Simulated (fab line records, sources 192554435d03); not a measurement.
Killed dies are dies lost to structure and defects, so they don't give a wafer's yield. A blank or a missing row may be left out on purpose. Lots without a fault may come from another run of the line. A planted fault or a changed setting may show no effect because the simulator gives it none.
fab line records | flow n5_finfet
record lots=5 wafers=13 last_day=15
route steps=1938 shown BEOL_M0_SAQP@644 BEOL_M4@1111
lots that met no fault: from a run of the same line without faults
start_h: hours from the record's first day to the start of the lot's first wafer shown | wait_h: hours since the lot's step before | " the same as in the row above | L1.1+2: a row that stands for several wafers | - no value, or no start given | * or withheld: withheld | < > ~ a bound
route shown NAME@n: a module of which the file shows steps, and the number in the route of the first | usual: mean/standard deviation of fault-free wafers | same: alike in all rows | chamber/n: place in a boat | sites: the reading at each site | _std_site: their standard deviation | _edge_site: outer sites' mean less inner sites' | radius_mm: how far each site lies from the wafer's centre | mask NAME#n: copy n | behind: the tool/chamber that last shaped the wafer | hold: why the lot was held/for how many hours/how that ended | device: the transistor (n, p or np) that didn't switch | end of line: the same wafers' tests at the end of the route | a step without rows: its recipe alone | killed: dies lost to structure and defects at the first sort, not the wafer's yield | map: a wafer's dies, x killed, . not, _ none there
set.NAME: the setting as run; set.NAME@STEP: as run at that earlier step | model.NAME: the simulator's own value behind a step, which no gauge read
lots at some steps of the route; a table a step, a row a wafer
services: from which hour (start_h, from the record's first day; less than 0 if before it) a tool's chamber was out of use, for how many hours, and why
## steps
# step N5_BEOL_M0_SAQP_EBR_10
# recipe solvent=PGMEA ebr_width_mm=1.5
# step N5_BEOL_M0_SAQP_SOFTBAKE_09
# recipe temp_c=110 time_s=60 resist=CAR-ArF
# step N5_BEOL_M0_SAQP_EXPOSE_11
# recipe mask_id=M0_CORE na=1.35 source_shape=dipole sigma_inner=0.538 sigma_outer=0.738 polarization=te target_cd_nm=42 dose_mj=55
# step N5_BEOL_M0_SAQP_PEB_12
# recipe peb_temp_c=withheld peb_time_s=60 resist=CAR-ArF
# step N5_BEOL_M0_SAQP_DEVELOP_13
# recipe develop_time_s=30 developer=TMAH resist=CAR-ArF dev_temp_c=23 rinse_liquid=diw dry=air_spin
# step N5_BEOL_M0_SAQP_DESCUM_19
# recipe chemistry=O2 time_s=7.9 source_power_w=50 bias_power_w=20 pressure_mtorr=20 rf_frequency_hz=2.712e+07 temp_c=40 resist=CAR-ArF o2_flow_sccm=225
# step N5_BEOL_M0_SAQP_ETCH_83
# recipe chemistry=CF4 target=SiARC target_depth_a=390 mask_material=CAR-ArF time_s=65 ion_energy_ev=80 pressure_mtorr=40 source_w=545 bias_w=36 Ar_flow_sccm=100 cf4_flow_sccm=100 ends=cleared
# step N5_BEOL_M0_SAQP_ETCH_84
# recipe chemistry=N2/H2 target=SOC target_depth_a=1000 overetch_a=200 mask_material=SiARC temp_c=40 time_s=150 ion_energy_ev=200 pressure_mtorr=30 source_w=840 bias_w=150 n2_flow_sccm=200 h2_flow_sccm=200
# step N5_BEOL_M0_SAQP_STRIP_80
# recipe chemistry=N2/H2 temp_c=40 n2_flow_sccm=200 h2_flow_sccm=200 rf_frequency_hz=6e+07
# step N5_BEOL_M0_SAQP_HM_OPEN_112
# recipe chemistry=CHF3/O2 target=SiO2 stop_on=a-Si target_depth_a=120 over_etch_frac=1.25 mask_material=SOC time_s=13.5 pressure_mtorr=30 source_w=650 bias_w=170 Ar_flow_sccm=200 CHF3_flow_sccm=50 O2_flow_sccm=5 ion_energy_ev=200 ends=end_point
# usual drypump_motor_current_A=5.8/0.48 oes_product_au=0.52/0.055 over_etch_frac=1.25/0 rf_vpp_V=525/5.2 showerhead_plenum_p_Torr=2.47/0.069 throttle_valve_pct=18.7/0.31
# columns lot.wafer tool chamber start_h wait_h drypump_motor_current_A oes_product_au over_etch_frac rf_hours_counter_h rf_vpp_V showerhead_plenum_p_Torr throttle_valve_pct model.SiARC_of_BEOL_M0_SAQP_COAT_82.thk_nm model.SOC_of_BEOL_M0_SAQP_COAT_81.thk_nm model.a-Si_of_BEOL_M0_SAQP_PECVD_04.thk_nm
L353.1 rie_diel-03 3 118.89 0.0 5.7 0.61 1.25 8 526 2.46 18.6 5 100.2 59.6
L353.2 " 2 " " 6.0 0.48 1.25 171 530 2.49 18.8 4.6 100.2 59.8
L353.5 " 3 " " 5.7 0.61 1.25 - 524 2.46 18.6 4.8 100.4 60.8
L355.1 rie_diel-03 2 132.05 0.0 6.0 0.49 1.25 175 530 2.49 18.8 4.6 99.8 59.4
L355.3 " 0 " " 5.3 0.43 2.2313 158 529 2.50 18.5 0 97.2 57.8
L355.6 " 2 " " 6.0 0.48 1.25 - 529 2.49 18.8 4.6 100 60.4
L358.2 rie_diel-03 1 146.01 0.0 5.9 0.49 1.25 174 529 2.50 18.9 5 100 59.6
L358.5 " 2 " " 6.0 0.42 2.2313 - 531 2.49 18.8 0 96.6 58.2
L359.3 rie_diel-03 0 155.85 0.0 5.3 0.43 2.2313 165 530 2.50 18.5 0 97.4 57.2
L359.6 " 0 " " 5.3 0.48 1.25 - 529 2.50 18.5 4.8 100.6 60
L367.1 rie_diel-06 1 204.33 0.0 5.9 0.59 1.25 20 527 2.46 18.6 4.6 100.2 58.6
L367.2 " 3 " " 6.2 0.58 1.25 29 526 2.45 18.2 4.6 100.2 58.6
L367.6 " 0 " " 5.0 0.56 1.25 - 521 2.54 18.6 5.2 100.2 59
# step N5_BEOL_M0_SAQP_STRIP_113
# recipe chemistry=CHF3/O2 resist=SiARC rf_frequency_hz=6e+07
# step N5_BEOL_M0_SAQP_MANDREL_ETCH_20
# recipe target_depth_a=600 chemistry=HBr/Cl2 target=a-Si stop_on=SiNx bt_time_s=10 mask_material=SOC over_etch_frac=0.5 time_s=30 pressure_mtorr=10 icp_w=800 bias_w=75 HBr_flow_sccm=150 Cl2_flow_sccm=80 ends=end_point
# usual drypump_motor_current_A=5.9/0.48 oes_product_au=0.778/0.0093 throttle_valve_pct=35.47/0.24
# same over_etch_frac=0.5
# columns lot.wafer tool chamber start_h wait_h drypump_motor_current_A oes_product_au rf_hours_counter_h throttle_valve_pct model.SOC_of_BEOL_M0_SAQP_COAT_81.thk_nm model.etch.depth_nm
L353.1 rie_si-02 3 118.97 0.0 5.7 0.765 17 35.45 76 59.69
L353.2 " 0 " " 6.0 0.780 127 35.43 76 59.72
L353.5 " 2 " " 6.4 0.781 - 35.52 76.6 60.89
L355.1 rie_si-02 2 132.13 0.0 6.4 0.764 76 35.55 75.8 59.43
L355.3 " 0 " " 6.0 0.768 127 35.45 72.8 57.86
L355.6 " 0 " " 6.0 0.790 - 35.43 75.6 60.32
L358.2 rie_si-01 3 146.09 0.0 5.7 0.771 127 35.55 76.4 59.6
L358.5 " 0 " " 5.1 0.759 - 35.84 72.8 58.16
L359.3 rie_si-01 0 155.93 0.0 5.1 0.756 141 35.86 73.4 57.2
L359.6 " 0 " " 5.1 0.771 - 35.79 76.4 59.93
L367.1 rie_si-03 2 204.41 0.0 6.3 0.756 76 35.50 76.2 58.6
L367.2 " 3 " " 6.0 0.763 97 35.40 76.4 58.55
L367.6 " 3 " " 6.0 0.775 - 35.40 76.4 59.1
# step N5_BEOL_M0_SAQP_STRIP_86
# recipe chemistry=N2/H2 power_w=500 temp_c=40 pressure_mtorr=50 rf_frequency_hz=6e+07 overash_fraction=0.3 bias_power_w=28 h2_frac=0.5 n2_flow_sccm=300 h2_flow_sccm=300
# step N5_BEOL_M0_SAQP_STRIP_115
# recipe chemistry=post_etch_residue_remover time_s=60 temp_c=25 remover_ph=withheld remover_water_wt_pct=withheld remover_fluoride_wt_pct=withheld
# step N5_BEOL_M0_SAQP_SRD_93
# recipe dry=ipa_marangoni time_s=30 temp_c=23 rinse_liquid=diw
# step N5_BEOL_M0_SAQP_RECESS_114
# recipe chemistry=HF/NH3 target=SiO2 target_depth_a=144 afs_cycles=3 temp_c=30 sublimation_temp_c=180 sublimation_time_s=60
# step N5_BEOL_M0_SAQP_SPACER1_ALD_98
# recipe material=SiO2 target_thk_a=128 temp_c=300 ald_precursor_family=BDEAS ald_co_reactant=O2-plasma pulse_time_s=1 purge_time_s=2 co_reactant_purge_time_s=2 ald_cycles=138 pressure_torr=2
# step N5_BEOL_M0_SAQP_SPACER1_ETCHBACK_99
# recipe chemistry=CHF3/O2 mode=anisotropic_etchback target=SiO2 target_depth_a=154 time_s=7.7 pressure_mtorr=30 source_w=650 bias_w=170 Ar_flow_sccm=200 CHF3_flow_sccm=50 O2_flow_sccm=5 ion_energy_ev=200
# usual drypump_motor_current_A=5.7/0.52 oes_product_au=0.80/0.086 rf_vpp_V=525/4.7 showerhead_plenum_p_Torr=2.47/0.072 throttle_valve_pct=18.80/0.28
# columns lot.wafer tool chamber start_h wait_h drypump_motor_current_A oes_product_au rf_hours_counter_h rf_vpp_V showerhead_plenum_p_Torr throttle_valve_pct model.a-Si_of_BEOL_M0_SAQP_PECVD_04.thk_nm
L353.1 rie_diel-01 1 120.39 0.4 5.0 0.92 13 518 2.55 18.68 59
L353.2 " 2 " " 5.4 0.71 215 531 2.48 19.04 59.2
L353.5 " 2 " " 5.4 0.71 - 531 2.48 19.02 60.2
L355.1 rie_diel-03 0 133.37 0.3 5.3 0.75 158 529 2.50 18.54 58.8
L355.3 " 2 " " 6.0 0.74 175 529 2.49 18.87 57.2
L355.6 " 2 " " 6.0 0.73 - 529 2.49 18.87 59.8
L358.2 rie_diel-06 3 147.18 0.3 6.2 0.95 12 526 2.46 18.23 59
L358.5 " 1 " " 5.9 0.96 - 528 2.47 18.62 57.6
L359.3 rie_diel-01 0 157.02 0.3 6.7 0.76 162 527 2.50 18.83 56.6
L359.6 " 0 " " 6.7 0.75 - 526 2.50 18.83 59.4
L367.1 rie_diel-01 2 205.53 0.3 5.4 0.69 236 532 2.47 19.07 58
L367.2 " 1 " " 5.0 0.87 41 520 2.54 18.76 58
L367.6 " 2 " " 5.4 0.69 - 528 2.47 19.06 58.4
# step N5_BEOL_M0_SAQP_MANDREL1_REMOVE_100
# recipe chemistry=HBr/Cl2/O2 bt_time_s=10 target=a-Si stop_on=SiNx endpoint=OES-SiCl over_etch_frac=0.85 icp_w=600 bias_w=30 HBr_flow_sccm=150 Cl2_flow_sccm=80 O2_flow_sccm=5 pressure_mtorr=10
# step N5_BEOL_M4_RC_MEAS_101
# usual DIBL_N=36.2/1.5 DIBL_P=36.2/1.7 IOFF_N=0.155/0.021 IOFF_P=0.216/0.026 ION_N=674/11 ION_P=464/6.8 SS_N=71.5/0.56 SS_P=73.3/0.6 VT_N=250.2/2.6 VT_P=-249.3/2.5
# columns lot.wafer tool chamber start_h wait_h DIBL_N[mV/V] DIBL_P[mV/V] IOFF_N[nA/um] IOFF_P[nA/um] ION_N[uA/um] ION_P[uA/um] SS_N[mV/dec] SS_P[mV/dec] VT_N[mV] VT_P[mV]
L353.1 prober-01 0 178.33 0.0 36.2 36.7 0.176 0.236 684 461 72.4 73.6 247.2 -246.5
L353.2 " 0 " " 34.7 34.3 0.140 0.201 678 463 71.4 74.0 251.6 -250.2
L353.5 " 0 " " 35.4 35.3 0.153 0.210 677 464 71.8 73.5 249.3 -249.5
L355.1 prober-01 0 191.48 0.0 38.2 34.9 0.155 0.214 663 456 71.4 74.2 249.4 -250.2
L355.3 " 0 " " 35.5 31.8 0.117 0.169 654 459 71.1 72.5 253.6 -252.4
L355.6 " 0 " " 38.1 35.2 0.160 0.216 666 451 71.8 74.7 250.1 -249.4
L358.2 prober-02 0 202.76 0.2 38.4 39.2 0.201 0.289 687 477 72.8 74.4 246.9 -244.3
L358.5 " 0 " " 37.8 38.0 0.185 0.270 679 469 72.7 73.6 245.9 -244.3
L359.3 prober-02 0 210.18 0.3 37.4 39.0 0.172 0.235 674 463 71.9 73.5 252.4 -251.5
L359.6 " 0 " " 36.7 38.0 0.153 0.233 672 462 71.4 73.1 252.1 -249.7
L367.1 prober-02 0 264.83 0.0 37.5 38.5 0.176 0.243 682 470 72.3 73.0 249.8 -246.1
L367.2 " 0 " " 37.9 39.3 0.182 0.256 692 481 72.1 73.3 245.0 -246.3
L367.6 " 0 " " 37.3 38.3 0.174 0.231 689 474 72.2 73.2 247.2 -248.0
## services
# columns tool chamber start_h hours kind
rie_diel-06 3 100.98 - clean
rie_diel-06 3 100.98 - consumable_replace:focus_ring
rie_diel-06 3 100.98 14.8 scheduled_down
rie_diel-06 3 100.98 14.8 vent_cycle
rie_diel-03 3 110.81 7.3 repair
rie_diel-06 1 115.79 - clean
rie_diel-06 1 115.79 - consumable_replace:focus_ring
rie_diel-06 1 115.79 15.4 scheduled_down
rie_diel-06 1 115.79 15.4 vent_cycle
rie_si-03 3 130.71 8.9 repair
rie_diel-03 0 139.33 1.5 repair
rie_diel-01 2 145.18 8.5 repair
rie_si-03 0 148.78 - clean
rie_si-03 0 148.78 10.9 scheduled_down
rie_si-01 1 149.39 2.1 repair
rie_diel-01 3 163.44 4.6 repair
rie_si-01 0 169.03 3.3 repair
rie_diel-06 2 178.70 3.8 repair
rie_si-03 0 182.25 5.8 repair
rie_diel-01 0 184.02 9.1 repair
rie_diel-01 2 185.47 12.7 repair
rie_si-02 1 191.33 12.5 repair
rie_diel-03 3 194.87 4.1 repair
rie_diel-03 3 202.36 63.7 repair
## key
first_sign step=N5_BEOL_M0_SAQP_HM_OPEN_112 reading=over_etch_frac direction=up sigmas=99+ usual=1.25 struck=2.2313
effect none on later readings
model_effect step=N5_BEOL_M0_SAQP_HM_OPEN_112 value=SiARC_of_BEOL_M0_SAQP_COAT_82.thk_nm without=5 struck=0
model_effect step=N5_BEOL_M0_SAQP_MANDREL_ETCH_20 value=SOC_of_BEOL_M0_SAQP_COAT_81.thk_nm without=76.07 struck=73
model_effect step=N5_BEOL_M0_SAQP_SPACER1_ETCHBACK_99 value=a-Si_of_BEOL_M0_SAQP_PECVD_04.thk_nm without=59.53 struck=57.13
met_at N5_BEOL_M0_SAQP_HM_OPEN_112
struck_wafers L355.3,L358.5,L359.3
onset_between 118.89 132.05
fault kind=process_parameter_drift tool=rie_diel-03 chamber=- onset_h=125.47 steps=N5_BEOL_M0_SAQP_HM_OPEN_112 channel=over_etch_frac offset=0.98132 shape=step end_h=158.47 scope=struck_wafers_only acts_in=these_recipes_only stated=1.25
